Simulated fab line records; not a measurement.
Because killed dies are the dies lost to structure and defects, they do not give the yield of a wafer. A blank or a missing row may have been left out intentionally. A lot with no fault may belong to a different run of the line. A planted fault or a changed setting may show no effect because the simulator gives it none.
Struck lot and sound lot, side by side | flow nand harc | 44 out of 1159 route steps
Sound: wafers L541.3, L541.4, L541.5. Struck: wafer L545.6 (left out: L545.1, L545.4 of the same lot, which were not struck); the cause appears at the end.
At each step with rows: each side's tool, then ch and its chambers, then its first start. Under that, the readings that differ: sound wafers | struck wafers | difference of the means | sigmas: that difference in standard deviations of wafers without a fault.
alike: same words and numbers on both sides, and readings whose means sit less than 2 such deviations apart. not compared: any withheld reading, any reading some wafer has no value for, any bound like >300 that may hide the same value, and any number with overlapping values for which the record gives no deviation.
The two part at a step that has a row with sigmas, a row that says differs or no value, or rows on one side only. Non-overlapping numbers with no deviation appear without sigmas and do not part them. A reading missing from all wafers of one side parts the sides only when that side holds two or more wafers.

first, 3 steps without rows for these wafers: NHARC_P_GATE_EXPOSE_23 (exposes mask P GATE, target cd 120 nm); NHARC_P_GATE_PEB_24 (peb time 65 s); NHARC_P_GATE_DEVELOP_25 (develop time 35 s).
NHARC_P_GATE_CD_MEAS_26: target cd 120 nm.
  sound on cd sem-02 ch 0, day 8 18:30; struck on cd sem-01 ch 0, day 9 11:08
  alike: cd nm
NHARC_P_GATE_OVL_MEAS_27:
  struck on overlay-02, day 9 11:13; sound on overlay-02, day 8 18:35
  alike: overlay x nm, overlay y nm
NHARC_P_GATE_INSPECT_28:
  struck on defect inspect-02, day 9 11:15; sound on defect inspect-02, day 8 18:38
  alike: raw defect count
NHARC_P_GATE_DESCUM_31: chemistry O2, time 3 s.
  sound on rie diel-06 ch 1,2, day 8 18:41; struck on rie diel-03 ch 1, day 9 11:19
  reading                     | sound       | struck | difference | sigmas
  drypump motor current A (A) | 5.6 5.0 5.6 | 6.3    | +0.9       | +3
  alike: oes product au, rf vpp V, showerhead plenum p Torr, throttle valve pct
  not compared: rf hours counter h
then, 5 steps without rows for these wafers: NHARC_P_GATE_ETCH_104 (etches the open film in CF4/CHF3, target depth 60 nm); NHARC_P_GATE_HM_OPEN_105 (chemistry O2/COS, target depth 360 nm); NHARC_P_GATE_STRIP_106 (strips in O2/COS); NHARC_P_GATE_ETCH_114 (etches the open film in CF4/O2, target depth 30 nm, overetch 3 nm, time 16.5 s); NHARC_P_GATE_ETCH_32 (etches the open film in HBr/Cl2, target depth 150 nm, time 100.1 s).
NHARC_P_GATE_STRIP_108: strips in O2.
  sound on rie diel-07 ch 0,1,2, day 8 19:23; struck on rie diel-07 ch 2, day 9 12:05
  reading                | sound                | struck | difference | sigmas
  throttle valve pct (%) | 17.026 17.030 17.041 | 17.051 | +0.019     | +2
  alike: drypump motor current A, oes product au, rf vpp V, showerhead plenum p Torr
  not compared: rf hours counter h
NHARC_P_GATE_CD_MEAS_33:
  struck on cd sem-02, day 9 12:15; sound on cd sem-02, day 8 19:32
  alike: cd nm
then, 3 steps without rows for these wafers: NHARC_P_GATE_STRIP_35 (strips in SPM, time 600 s); NHARC_P_GATE_PRECLEAN_73 (cleans in SC1); NHARC_P_GATE_SRD_74.
NHARC_P_GATE_ALD_36: deposits SiNx, target thk 20 nm, pulse time 60 s, ald cycles 223.
  sound on ald sin-02 ch 1,3, day 8 21:04; struck on ald sin-03 ch 1, day 9 16:56
  reading            | sound       | struck | difference | sigmas
  heater power w (W) | 941 730 925 | 630    | -235       | -3
  alike: precursor pulse height rel
then, 1 step without rows for these wafers: NHARC_P_GATE_ETCHBACK_37 (etches the open film in CHF3/O2, target depth 34.5 nm, time 17.2 s).
NHARC_P_GATE_STRIP_101: strips in O2, time 20 s.
  sound on rie diel-07 ch 0,3, day 9 05:43; struck on rie diel-03 ch 2, day 9 22:20
  alike: drypump motor current A, oes product au, rf vpp V, showerhead plenum p Torr, throttle valve pct
  not compared: rf hours counter h
then, 12 steps without rows for these wafers: NHARC_P_GATE_PRECLEAN_97 (cleans in SPM, time 600 s); NHARC_P_GATE_SRD_98; NHARC_P_GATE_PRECLEAN_99 (cleans in SC1); NHARC_P_GATE_SRD_100; NHARC_P_GATE_DEHYDRATE_38 (time 120 s); NHARC_P_GATE_HMDS_39 (time 30 s); NHARC_P_GATE_COAT_40; NHARC_P_GATE_SOFTBAKE_41 (time 95 s); NHARC_P_GATE_EBR_42; NHARC_P_GATE_EXPOSE_43 (exposes mask P NSD, target cd 720 nm); NHARC_P_GATE_PEB_44 (peb time 85 s); NHARC_P_GATE_DEVELOP_45 (time 70 s).
NHARC_P_GATE_CD_MEAS_46: target cd 720 nm.
  sound on cd sem-02 ch 0, day 9 06:39; struck on cd sem-02 ch 0, day 9 23:19
  alike: cd nm
then, 3 steps without rows for these wafers: NHARC_P_GATE_HARDBAKE_47 (time 80 s); NHARC_P_GATE_DESCUM_48 (chemistry O2, time 3 s); NHARC_P_GATE_IMPLANT_49.
NHARC_P_GATE_STRIP_111: strips in N2/H2, time 250 s.
  sound on plasma asher-02 ch 0,1, day 9 07:19; struck on plasma asher-01 ch 0, day 9 23:55
  alike: drypump motor current A, heater power w
  not compared: rf hours counter h
NHARC_P_GATE_STRIP_75: strips in O2.
  sound on plasma asher-02 ch 0,1, day 9 07:32; struck on plasma asher-01 ch 0, day 10 00:13
  alike: drypump motor current A, heater power w
  not compared: rf hours counter h
then, 4 steps without rows for these wafers: NHARC_P_GATE_STRIP_50 (strips in SPM, time 900 s); NHARC_P_GATE_DEHYDRATE_51 (time 120 s); NHARC_P_GATE_HMDS_52 (time 30 s); NHARC_P_GATE_COAT_53.
NHARC_P_GATE_INSPECT_68:
  struck on defect inspect-02, day 10 06:18; sound on defect inspect-01, day 9 13:21
  reading          | sound       | struck | difference | sigmas
  raw defect count | 214 223 298 | 1446   | +1201      | +16
-- break in the record here, with 14 days between the starts of the struck wafers on either side (left off in module P_GATE, picked up again in module END, where the first step shown is number 1159 on the route) --
NHARC_END_SORT_01:
  sound on prober-01 ch 0, day 23 09:06; struck on prober-02 ch 0, day 24 10:46
  reading             | sound | struck | difference | sigmas
  killed at periphery | 3     | 52     | +49        | +20
  killed dies         | 30    | 67     | +37        | +4
  killed short        | 1     | 4      | +3         | +2
  alike: killed at array, killed at other, killed open

## WHERE THEY PART
At NHARC_P_GATE_DESCUM_31 first; at NHARC_END_SORT_01 last (within this record only).

WHY: the cause the simulator had injected
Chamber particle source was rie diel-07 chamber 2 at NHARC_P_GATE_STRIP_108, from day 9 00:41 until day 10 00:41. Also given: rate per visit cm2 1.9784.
